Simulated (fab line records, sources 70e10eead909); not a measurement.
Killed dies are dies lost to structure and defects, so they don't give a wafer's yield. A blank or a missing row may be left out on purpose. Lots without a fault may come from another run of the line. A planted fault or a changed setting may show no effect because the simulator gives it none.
Which tool did it? | flow nand_harc | 13 lots, 39 wafers sampled, at 6 steps of a route of 1159

WHAT THE GAUGES READ, wafer by wafer
NHARC_A_ONON_D1_THK_MEAS_02: measures by ellipsometry. Usual: thk_nm 999 nm, standard deviation 9.
lot  | measured     | on            | thk_nm (nm)    | flag
L145 | day 7 19:47  | film_metro-01 | 985 986 986    |
L148 | day 8 14:19  | film_metro-02 | 999 998 998    |
L149 | day 9 02:04  | film_metro-02 | 1007 1006 1004 |
L150 | day 9 02:03  | film_metro-01 | 997 996 998    |
L152 | day 9 10:23  | film_metro-02 | 1004 1004 1005 |
L153 | day 9 21:55  | film_metro-02 | 993 993 992    |
L154 | day 9 21:56  | film_metro-01 | 993 994 993    |
L155 | day 10 14:48 | film_metro-01 | 999 999 999    |
L157 | day 10 14:46 | film_metro-01 | 1009 1009 1007 |
L156 | day 10 14:49 | film_metro-02 | 1005 1003 1004 |
L159 | day 11 12:41 | film_metro-01 | 995 996 995    |
L164 | day 12 10:22 | film_metro-01 | 991 989 989    |
L166 | day 12 18:49 | film_metro-01 | 1002 1001 1004 |

NHARC_A_ONON_D1_THK_MEAS_08: measures by ellipsometry. Usual: thk_nm 1001 nm, standard deviation 9.5.
lot  | measured     | on            | thk_nm (nm)    | flag
L145 | day 7 20:55  | film_metro-02 | 1012 1011 1013 |
L148 | day 8 15:27  | film_metro-01 | 1003 1003 1000 |
L149 | day 9 03:11  | film_metro-02 | 984 983 983    |
L150 | day 9 03:11  | film_metro-02 | 1009 1009 1009 |
L152 | day 9 11:47  | film_metro-02 | 1006 1003 1004 |
L153 | day 9 23:19  | film_metro-02 | 1000 1003 999  |
L154 | day 9 23:19  | film_metro-01 | 1012 1011 1011 |
L155 | day 10 15:56 | film_metro-02 | 996 995 996    |
L157 | day 10 15:54 | film_metro-02 | 999 998 1000   |
L156 | day 10 15:58 | film_metro-01 | 1013 1011 1012 |
L159 | day 11 13:50 | film_metro-01 | 998 998 997    |
L164 | day 12 11:29 | film_metro-02 | 409 998 409    | OFF
L166 | day 12 19:56 | film_metro-01 | 972 972 384    | OFF

NHARC_END_SORT_01. Usual: killed_at_array 27, standard deviation 9.9; killed_at_other 0.5, standard deviation 0.76; killed_at_periphery 3.4, standard deviation 2.2; killed_dies 31, standard deviation 10; killed_open 3.3, standard deviation 2; killed_short 2.0, standard deviation 1.5.
lot  | measured     | on        | killed_at_array | killed_at_other | killed_at_periphery | killed_dies | killed_open | killed_short | flag
L164 | day 23 22:16 | prober-01 | 670 16 669      | 1 0 2           | 6 2 6               | 677 18 677  | 5 3 7       | 1 1 1        | OFF
L166 | day 24 07:40 | prober-02 | 30 41 675       | 0 0 0           | 3 3 2               | 33 44 677   | 3 6 1       | 2 3 0        | OFF

WHICH TOOL RAN EACH LOT (tool, then ch and the chambers of the sampled wafers, then the start)
lot  | NHARC_P_BONDPAD_PRE_CLEAN_26            | NHARC_P_BONDPAD_CMP_19        | NHARC_A_ONON_D1_DEP_06
L145 | pvd_sputter-02, day 6 19:07 or earlier  | cmp-01 ch 0,2,3, day 6 19:07  | pecvd_onon-02 ch 0, day 7 20:28
L148 | pvd_sputter-02, day 7 13:19 or earlier  | cmp-04 ch 2,3, day 7 13:19    | pecvd_onon-02 ch 0, day 8 15:04
L149 | pvd_sputter-03, day 7 21:19 or earlier  | cmp-01 ch 1,2, day 7 21:19    | pecvd_onon-01 ch 0, day 9 02:41
L150 | pvd_sputter-02, day 8 00:19 or earlier  | cmp-04 ch 0,2,3, day 8 00:19  | pecvd_onon-04 ch 0, day 9 02:44
L152 | pvd_sputter-03, day 8 10:37 or earlier  | cmp-01 ch 0,1, day 8 10:37    | pecvd_onon-02 ch 0, day 9 11:20
L153 | pvd_sputter-03, day 8 21:32 or earlier  | cmp-02 ch 0,1,3, day 8 21:32  | pecvd_onon-01 ch 0, day 9 22:52
L154 | pvd_sputter-03, day 8 22:30 or earlier  | cmp-01 ch 1,2,3, day 8 22:30  | pecvd_onon-04 ch 0, day 9 22:49
L155 | pvd_sputter-03, day 9 11:26 or earlier  | cmp-02 ch 0,2,3, day 9 11:26  | pecvd_onon-01 ch 0, day 10 15:25
L157 | pvd_sputter-02, day 9 12:40 or earlier  | cmp-02 ch 0,1, day 9 12:40    | pecvd_onon-02 ch 0, day 10 15:23
L156 | pvd_sputter-02, day 9 13:57 or earlier  | cmp-02 ch 0,1,3, day 9 13:57  | pecvd_onon-04 ch 0, day 10 15:28
L159 | pvd_sputter-01, day 10 12:14 or earlier | cmp-04 ch 1,2,3, day 10 12:14 | pecvd_onon-04 ch 0, day 11 13:22
L164 | pvd_sputter-02, day 11 10:39 or earlier | cmp-04 ch 0,1,2, day 11 10:39 | pecvd_onon-04 ch 0, day 12 10:59
L166 | pvd_sputter-03, day 11 18:38 or earlier | cmp-04 ch 0,2,3, day 11 18:38 | pecvd_onon-04 ch 0, day 12 19:33
- NHARC_P_BONDPAD_PRE_CLEAN_26: time 30 s.
- NHARC_P_BONDPAD_CMP_19: polishes, t overpolish 30 s, cu recess touch 16 s, target thk 160.81 nm.
- NHARC_A_ONON_D1_DEP_06: target thk 1000 nm.

WHAT THE TOOLS THEMSELVES READ (means of the sampled wafers that have a number; where no wafer has one, the mark that the record gives instead)
NHARC_P_BONDPAD_PRE_CLEAN_26. Usual: heater_power_w 418 W, standard deviation 29; susceptor_temp_C 280.00 C, standard deviation 0.18.
lot  | tool           | heater_power_w (W) | susceptor_temp_C (C) | flag
L145 | pvd_sputter-02 | 435                | 280.01               |
L148 | pvd_sputter-02 | 434                | 279.83               |
L149 | pvd_sputter-03 | 417                | 280.04               |
L150 | pvd_sputter-02 | 403                | 280.06               |
L152 | pvd_sputter-03 | 423                | 279.95               |
L153 | pvd_sputter-03 | 398                | 279.98               |
L154 | pvd_sputter-03 | 410                | 280.04               |
L155 | pvd_sputter-03 | 399                | 280.03               |
L157 | pvd_sputter-02 | 425                | 279.80               |
L156 | pvd_sputter-02 | 407                | 279.94               |
L159 | pvd_sputter-01 | 449                | 279.93               |
L164 | pvd_sputter-02 | 452                | 279.94               |
L166 | pvd_sputter-03 | 418                | 280.03               |

NHARC_P_BONDPAD_CMP_19. Usual: motor_current_A 11.4 A, standard deviation 1.4; overpolish_run_s 30.002 s, standard deviation 0.0086.
lot  | tool   | motor_current_A (A) | overpolish_run_s (s) | flag
L145 | cmp-01 | 10.9                | 29.995               |
L148 | cmp-04 | 10.7                | 29.999               |
L149 | cmp-01 | 13.4                | 30.003               |
L150 | cmp-04 | 10.9                | 30.011               |
L152 | cmp-01 | 12.8                | 30.005               |
L153 | cmp-02 | 12.1                | 30.002               |
L154 | cmp-01 | 11.9                | 29.996               |
L155 | cmp-02 | 11.4                | 30.005               |
L157 | cmp-02 | 13.0                | 30.010               |
L156 | cmp-02 | 12.4                | 30.007               |
L159 | cmp-04 | 10.7                | 30.013               |
L164 | cmp-04 | 11.2                | 29.999               |
L166 | cmp-04 | 11.4                | 29.999               |

NHARC_A_ONON_D1_DEP_06. Usual: susceptor_temp_C 400.00 C, standard deviation 0.24.
lot  | tool          | susceptor_temp_C (C) | flag
L145 | pecvd_onon-02 | 400.13               |
L148 | pecvd_onon-02 | 399.87               |
L149 | pecvd_onon-01 | 400.18               |
L150 | pecvd_onon-04 | 400.17               |
L152 | pecvd_onon-02 | 399.84               |
L153 | pecvd_onon-01 | 399.84               |
L154 | pecvd_onon-04 | 399.96               |
L155 | pecvd_onon-01 | 399.97               |
L157 | pecvd_onon-02 | 399.94               |
L156 | pecvd_onon-04 | 399.88               |
L159 | pecvd_onon-04 | 399.82               |
L164 | pecvd_onon-04 | 400.02               |
L166 | pecvd_onon-04 | 399.82               |

THE ANSWER, worked out from the rows above alone
Rule: a lot is off if the mean of its wafers that have a number lies more than 3 standard deviations from the usual mean. A lot without any number at a reading at which 4 lots or more have one is off too. The other lots that the step has rows for count as sound. The gauges are gone through in route order, then the tools' own readings, and for those a lot's mean is taken as printed above. The first step at which some lot is off is used, and at that step the reading that is off furthest; a lot without a number counts as furthest.
Off: L164, L166, at NHARC_A_ONON_D1_THK_MEAS_08 (thk_nm).
A tool fits if, at a process step before that reading, it ran every lot that is off, and no sound lot after the first of them. The gauges at NHARC_A_ONON_D1_THK_MEAS_08 aren't tried: what is off there is off at NHARC_END_SORT_01 too, on other tools, and a gauge's error can't cause that. NHARC_P_BONDPAD_PRE_CLEAN_26 gives no start for some lots, so the hours and the order of its lots are those of NHARC_P_BONDPAD_CMP_19. Can't be told from this: 2 tools fit, cmp-04 at NHARC_P_BONDPAD_CMP_19, pecvd_onon-04 at NHARC_A_ONON_D1_DEP_06.

WHAT THE SIMULATOR HAD PUT IN
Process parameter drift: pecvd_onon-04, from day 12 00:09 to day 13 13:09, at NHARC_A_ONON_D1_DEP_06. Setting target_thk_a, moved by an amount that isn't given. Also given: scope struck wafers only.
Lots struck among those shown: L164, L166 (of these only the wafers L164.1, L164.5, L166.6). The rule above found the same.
